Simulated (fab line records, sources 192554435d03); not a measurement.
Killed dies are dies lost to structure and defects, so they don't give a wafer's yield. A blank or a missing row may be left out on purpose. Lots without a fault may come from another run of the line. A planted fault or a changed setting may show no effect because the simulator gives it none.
A struck lot beside a sound one | flow n5_finfet | 16 steps out of a route of 1938
Sound: wafers L965.1, L965.5, L965.6. Struck: wafers L973.1, L973.2. The cause comes at the end.
At each step with rows: each side's tool, then ch and its chambers, then its first start. Under that, the readings that differ: sound wafers | struck wafers | difference of the means | sigmas: that difference in standard deviations of wafers without a fault.
alike: readings whose means differ by less than 2 such deviations, and words and numbers that are the same on both sides. not compared: withheld readings, readings that some wafer has no value for, bounds like >300 that may hide the same value, and numbers for which the record gives no deviation and whose values overlap.
The two part at a step that has a row with sigmas, a row that says differs or no value, or rows on one side only. Numbers that don't overlap but have no deviation are shown without sigmas and don't part them. A reading that every wafer of one side lacks parts them only if that side has two wafers or more.

N5_START_INSPECT_01: inspects for defects (unpatterned scan).
  sound on defect_inspect-01, day 2 00:02; struck on defect_inspect-01, day 4 00:02
  alike: raw_defect_count
then, 2 steps without rows for these wafers: N5_ZERO_LAYER_PRECLEAN_00 (cleans in SPM, time 600 s); N5_ZERO_LAYER_SRD_01 (time 30 s, dry time 30 s).
N5_ZERO_LAYER_PECVD_02: deposits SiO2 from SiH4/N2O, target thk 10 nm, time 6 s.
  sound on pecvd-01 ch 0,1,2, day 2 00:17; struck on pecvd-03 ch 1,2, day 4 00:17
  alike: heater_power_w, showerhead_plenum_p_Torr
  not compared: since_wet_clean_h
then, 5 steps without rows for these wafers: N5_ZERO_LAYER_HMDS_04 (time 60 s); N5_ZERO_LAYER_COAT_05 (resist thk 1000 nm); N5_ZERO_LAYER_EBR_07; N5_ZERO_LAYER_SOFTBAKE_06 (time 90 s); N5_ZERO_LAYER_EXPOSE_08 (exposes mask ZERO, defocus 0 nm, target cd 2000 nm).
N5_ZERO_LAYER_PEB_09:
  sound on litho_track-04 ch 0, day 2 00:39; struck on litho_track-02 ch 0, day 4 00:31
  not compared: resist_line_temp_C
then, 2 steps without rows for these wafers: N5_ZERO_LAYER_DEVELOP_10 (develop time 60 s); N5_ZERO_LAYER_HARDBAKE_23 (time 120 s).
N5_ZERO_LAYER_CD_MEAS_11: target cd 2000 nm.
  sound on cd_sem-01 ch 0, day 2 00:46; struck on cd_sem-01 ch 0, day 4 00:38
  reading    | sound                | struck        | difference | sigmas
  cd_nm (nm) | 2001.7 1998.3 2001.4 | 2009.9 2005.8 | +7.4       | +3
N5_ZERO_LAYER_DESCUM_16: chemistry O2, time 7.9 s.
  sound on rie_diel-04 ch 0,2,3, day 2 00:50; struck on rie_diel-02 ch 1,2, day 4 00:41
  alike: drypump_motor_current_A, oes_product_au, rf_vpp_V, showerhead_plenum_p_Torr, throttle_valve_pct
  not compared: rf_hours_counter_h
-- the record jumps here: 6 days lie between the struck wafers' starts before and after (it left off in module ZERO_LAYER and takes up again in module BEOL_M4, whose first step shown is number 1111 of the route) --
N5_BEOL_M4_RC_MEAS_101:
  sound on prober-02 ch 0, day 8 05:14; struck on prober-01 ch 0, day 10 09:22
  alike: DIBL_N, DIBL_P, IOFF_N, IOFF_P, ION_N, ION_P, SS_N, SS_P, VT_N, VT_P
-- the record jumps here: 5 days lie between the struck wafers' starts before and after (it left off in module BEOL_M4 and takes up again in module PASSIVATION, whose first step shown is number 1936 of the route) --
N5_PASSIVATION_PROBE_49:
  the record has rows for the struck wafers here (prober-02, day 15 07:00) and none for the sound ones

WHERE THEY PART
First at N5_ZERO_LAYER_CD_MEAS_11; last, within this record, at N5_PASSIVATION_PROBE_49.

WHY: what the simulator had put in
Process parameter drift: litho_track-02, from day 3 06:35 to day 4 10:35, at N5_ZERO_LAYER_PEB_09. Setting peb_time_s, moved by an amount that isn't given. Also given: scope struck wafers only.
